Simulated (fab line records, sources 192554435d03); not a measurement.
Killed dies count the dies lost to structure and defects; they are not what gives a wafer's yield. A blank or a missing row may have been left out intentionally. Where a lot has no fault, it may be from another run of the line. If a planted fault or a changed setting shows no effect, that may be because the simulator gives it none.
Matching of chambers	flow n5_finfet	pecvd-01 running N5_BEOL_M7_DEP_56: 3 sister chambers
The step deposits SiCN from 3MS/NH3, target thk 10 nm, time 17.5 s. 14 wafers are shown with their chamber, then 7 later ones without.

== WAFERS WITH THEIR CHAMBER ==
wafer	chamber	throttle_valve_pct (%)	showerhead_plenum_p_Torr (Torr)	chamber_pressure_Torr (Torr)
L076.2	2	8.7	3.653	2.993
L076.3	1	9.3	3.672	3.000
L076.6	2	8.5	3.662	3.004
L077.2	2	8.8	3.662	2.995
L077.3	1	9.2	3.682	3.005
L077.4	0	8.7	3.685	3.009
L081.1	1	9.2	3.680	3.006
L081.4	2	8.3	3.656	3.000
L081.6	1	9.1	3.693	2.996
L089.2	0	8.6	3.688	3.005
L089.3	2	8.5	3.657	3.006
L089.5	2	8.7	3.660	3.008
L088.3	2	8.7	3.666	3.003
L088.5	2	8.8	3.667	2.998

SIGNATURES, as means of the wafers listed above
reading	chamber 0	chamber 1	chamber 2	scatter within a chamber
throttle_valve_pct	8.650	9.200	8.625	0.148
showerhead_plenum_p_Torr	3.68650	3.68175	3.66038	0.00599
chamber_pressure_Torr	3.00700	3.00175	3.00088	0.00495
Rule: a wafer lies at a distance from a chamber equal to the root of the sum of squares, over the readings, of (its reading less the chamber's mean, divided by the reading's scatter). If the next closest chamber is less than 2 further off than the closest, the wafer can't be placed; otherwise it belongs to the closest. How the scatter is found: for the shown wafers, subtract from each reading the mean of its chamber, square and add these, divide the total by (wafers less chambers), then take the root.

== WAFERS WITHOUT THEIR CHAMBER ==
wafer	throttle_valve_pct (%)	showerhead_plenum_p_Torr (Torr)	chamber_pressure_Torr (Torr)
L088.6	8.9	3.684	2.998
L095.2	8.8	3.689	3.013
L095.4	8.9	3.678	3.002
L095.5	8.5	3.684	3.007
L097.1	8.5	3.667	3.004
L097.3	9.0	3.686	3.006
L097.4	8.6	3.651	3.006

== CHAMBER TAKEN BY EACH ==
wafer	from the rows above	in truth
L088.6	can't be placed: 1 or 0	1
L095.2	0	0
L095.4	can't be placed: 1 or 0 or 2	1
L095.5	0	0
L097.1	can't be placed: 2 or 0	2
L097.3	can't be placed: 1 or 0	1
L097.4	2	2
Correct placement for 3 of the 7. These rows do not allow placing 4 (true chamber among the candidates in 4). Number placed wrongly: 0.
